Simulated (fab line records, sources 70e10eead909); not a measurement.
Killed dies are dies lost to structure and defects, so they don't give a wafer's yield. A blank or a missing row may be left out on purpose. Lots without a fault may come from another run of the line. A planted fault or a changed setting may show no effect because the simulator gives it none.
Chamber matching | flow nand_harc | NHARC_THIN_TSV_ETCH_44 on rie_diel-11: 4 sister chambers
The step etches the open film in CF4/O2, target depth 1594.2 nm, time 797.1 s. 16 wafers are shown with their chamber, then 8 later ones without.

WAFERS WITH THEIR CHAMBER
wafer  | chamber | showerhead_plenum_p_Torr (Torr) | drypump_motor_current_A (A) | rf_vpp_V (V)
L074.1 | 3       | 1.72                            | 6.2                         | 788
L074.4 | 2       | 1.81                            | 5.4                         | 792
L074.6 | 3       | 1.72                            | 6.2                         | 788
L076.1 | 0       | 1.87                            | 4.8                         | 796
L076.2 | 3       | 1.72                            | 6.2                         | 788
L076.5 | 2       | 1.81                            | 5.4                         | 794
L079.2 | 0       | 1.87                            | 4.8                         | 797
L079.4 | 1       | 1.95                            | 5.1                         | 801
L079.5 | 1       | 1.95                            | 5.1                         | 802
L088.1 | 1       | 1.95                            | 5.2                         | 802
L088.5 | 3       | 1.72                            | 6.2                         | 788
L088.6 | 0       | 1.86                            | 4.8                         | 797
L090.1 | 1       | 1.95                            | 5.2                         | 801
L090.4 | 0       | 1.86                            | 4.8                         | 797
L090.5 | 1       | 1.95                            | 5.1                         | 802
L092.1 | 1       | 1.95                            | 5.2                         | 803

SIGNATURES (means of the wafers above)
reading                  | chamber 0 | chamber 1 | chamber 2 | chamber 3 | scatter within a chamber
showerhead_plenum_p_Torr | 1.8650    | 1.9500    | 1.8100    | 1.7200    | 0.00289
drypump_motor_current_A  | 4.800     | 5.150     | 5.400     | 6.200     | 0.0354
rf_vpp_V                 | 796.75    | 801.83    | 793.00    | 788.00    | 0.682
Rule: a wafer's distance from a chamber is the root of the sum, over the readings, of the square of ((its reading less the chamber's mean) divided by the reading's scatter). The wafer belongs to the nearest chamber; if the next one is less than 2 further off, it can't be placed. The scatter: the root of (the sum of the squares of (reading less its chamber's mean) over the shown wafers, divided by (wafers less chambers)).

WAFERS WITHOUT THEIR CHAMBER
wafer  | showerhead_plenum_p_Torr (Torr) | drypump_motor_current_A (A) | rf_vpp_V (V)
L092.3 | 1.86                            | 4.8                         | 798
L092.4 | 1.81                            | 5.4                         | 793
L093.1 | 1.81                            | 5.4                         | 793
L093.2 | 1.72                            | 6.2                         | 787
L093.4 | 1.86                            | 4.8                         | 796
L095.3 | 1.81                            | 5.4                         | 793
L095.4 | 1.86                            | 4.8                         | 797
L095.6 | 1.81                            | 5.4                         | 790

WHICH CHAMBER EACH WENT THROUGH
wafer  | from the rows above | in truth
L092.3 | 0                   | 0
L092.4 | 2                   | 2
L093.1 | 2                   | 2
L093.2 | 3                   | 3
L093.4 | 0                   | 0
L095.3 | 2                   | 2
L095.4 | 0                   | 0
L095.6 | 2                   | 2
Placed correctly: 8 of 8. Can't be placed from these rows: 0. Placed wrongly: 0.
